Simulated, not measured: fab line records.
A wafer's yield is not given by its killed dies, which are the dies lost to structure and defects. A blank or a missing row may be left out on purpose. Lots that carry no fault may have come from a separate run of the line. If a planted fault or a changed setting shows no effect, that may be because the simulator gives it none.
Chamber matching / flow nand-harc / NHARC_A_STAIRCASE_TRIM_187 on rie-diel-13: 4 sister chambers
The step chemistry O2, time 211.2 s. 8 wafers are shown with their chamber, then 7 later ones without.

## WAFERS, EACH WITH ITS CHAMBER
wafer=L084.1; chamber=2; drypump-motor-current-A (A)=6.3; showerhead-plenum-p-Torr (Torr)=3.44
wafer=L084.5; chamber=3; drypump-motor-current-A (A)=5.4; showerhead-plenum-p-Torr (Torr)=3.28
wafer=L084.6; chamber=0; drypump-motor-current-A (A)=5.4; showerhead-plenum-p-Torr (Torr)=3.40
wafer=L087.3; chamber=0; drypump-motor-current-A (A)=5.4; showerhead-plenum-p-Torr (Torr)=3.40
wafer=L087.4; chamber=2; drypump-motor-current-A (A)=6.3; showerhead-plenum-p-Torr (Torr)=3.44
wafer=L087.5; chamber=1; drypump-motor-current-A (A)=6.4; showerhead-plenum-p-Torr (Torr)=3.29
wafer=L092.2; chamber=1; drypump-motor-current-A (A)=6.4; showerhead-plenum-p-Torr (Torr)=3.28
wafer=L092.3; chamber=3; drypump-motor-current-A (A)=5.3; showerhead-plenum-p-Torr (Torr)=3.28

## WAFERS WITH NO CHAMBER GIVEN
wafer=L092.4; drypump-motor-current-A (A)=5.4; showerhead-plenum-p-Torr (Torr)=3.40
wafer=L094.1; drypump-motor-current-A (A)=5.4; showerhead-plenum-p-Torr (Torr)=3.39
wafer=L094.2; drypump-motor-current-A (A)=5.4; showerhead-plenum-p-Torr (Torr)=3.28
wafer=L094.6; drypump-motor-current-A (A)=6.5; showerhead-plenum-p-Torr (Torr)=3.28
wafer=L097.3; drypump-motor-current-A (A)=6.3; showerhead-plenum-p-Torr (Torr)=3.43
wafer=L097.4; drypump-motor-current-A (A)=5.4; showerhead-plenum-p-Torr (Torr)=3.27
wafer=L097.6; drypump-motor-current-A (A)=5.4; showerhead-plenum-p-Torr (Torr)=3.39

## EACH ONE'S CHAMBER
wafer=L092.4; from the rows above=0; in truth=0
wafer=L094.1; from the rows above=0; in truth=0
wafer=L094.2; from the rows above=3; in truth=3
wafer=L094.6; from the rows above=1; in truth=1
wafer=L097.3; from the rows above=2; in truth=2
wafer=L097.4; from the rows above=3; in truth=3
wafer=L097.6; from the rows above=0; in truth=0
7 of 7 placed correctly. From these rows, 0 cannot be placed. Number placed wrongly: 0.
How it was worked out, from the rows above alone: a wafer's distance from a chamber is the root of the sum, over the readings, of the square of ((its reading less the chamber's mean) divided by the reading's scatter). If the next closest chamber is less than 2 further off than the closest, the wafer can't be placed; otherwise it belongs to the closest. Each chamber's mean is taken over the wafers shown for it. The scatter: the root of (the sum of the squares of (reading less its chamber's mean) over the shown wafers, divided by (wafers less chambers)).
